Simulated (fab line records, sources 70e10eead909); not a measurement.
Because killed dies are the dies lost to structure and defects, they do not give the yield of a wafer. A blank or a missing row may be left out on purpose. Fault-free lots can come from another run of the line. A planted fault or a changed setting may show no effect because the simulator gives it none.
Matching of chambers    flow nand-harc    rie-diel-04 running NHARC_A_STAIRCASE_TRIM_20: 4 sister chambers
The step chemistry O2, time 211.2 s. 16 wafers are shown with their chamber, then 8 later ones without.

## EACH WAFER AND ITS CHAMBER
wafer   chamber  drypump-motor-current-A (A)  showerhead-plenum-p-Torr (Torr)  chamber-pressure-mTorr (mTorr)
L349.1  3        5.7                          3.33                             60.09
L349.5  1        6.4                          3.52                             59.99
L349.6  2        6.0                          3.36                             60.06
L350.1  0        5.4                          3.45                             59.99
L350.4  1        6.4                          3.51                             60.02
L350.5  2        6.0                          3.35                             60.06
L353.1  1        6.4                          3.51                             59.96
L353.2  3        5.7                          3.32                             60.11
L353.4  3        5.7                          3.32                             60.00
L355.2  1        6.4                          3.50                             60.00
L355.4  1        6.3                          3.51                             60.02
L355.5  3        5.7                          3.32                             60.08
L357.1  0        5.4                          3.44                             59.94
L357.2  3        5.7                          3.31                             59.98
L357.3  1        6.4                          3.50                             59.96
L363.1  2        6.0                          3.34                             60.07

SIGNATURES (means of the wafers above)
reading                   chamber 0  chamber 1  chamber 2  chamber 3  scatter within a chamber
drypump-motor-current-A   5.400      6.383      6.000      5.700      0.0264
showerhead-plenum-p-Torr  3.4450     3.5083     3.3500     3.3200     0.00782
chamber-pressure-mTorr    59.9650    59.9917    60.0633    60.0520    0.0392
Rule: distance of a wafer from a chamber = root of the sum over the readings of ((wafer's reading minus chamber's mean) / reading's scatter) squared. If the next closest chamber is less than 2 further off than the closest, the wafer can't be placed; otherwise it belongs to the closest. The scatter: take each reading less its chamber's mean, square it, sum over the shown wafers, divide by the number of wafers less the number of chambers, and take the root.

## WAFERS WITH NO CHAMBER GIVEN
wafer   drypump-motor-current-A (A)  showerhead-plenum-p-Torr (Torr)  chamber-pressure-mTorr (mTorr)
L363.4  5.4                          3.43                             59.99
L363.5  6.0                          3.34                             59.94
L366.4  5.4                          3.42                             59.99
L366.5  6.0                          3.33                             60.01
L366.6  6.4                          3.48                             60.05
L367.1  5.7                          3.30                             60.03
L367.2  6.0                          3.33                             59.98
L367.4  5.4                          3.42                             60.09

## WHICH CHAMBER EACH ONE RAN IN
wafer   from the rows above  in truth
L363.4  0                    0
L363.5  2                    2
L366.4  0                    0
L366.5  2                    2
L366.6  1                    1
L367.1  3                    3
L367.2  2                    2
L367.4  0                    0
8 of 8 placed correctly. Left unplaced by these rows: 0. Placed wrongly: 0.
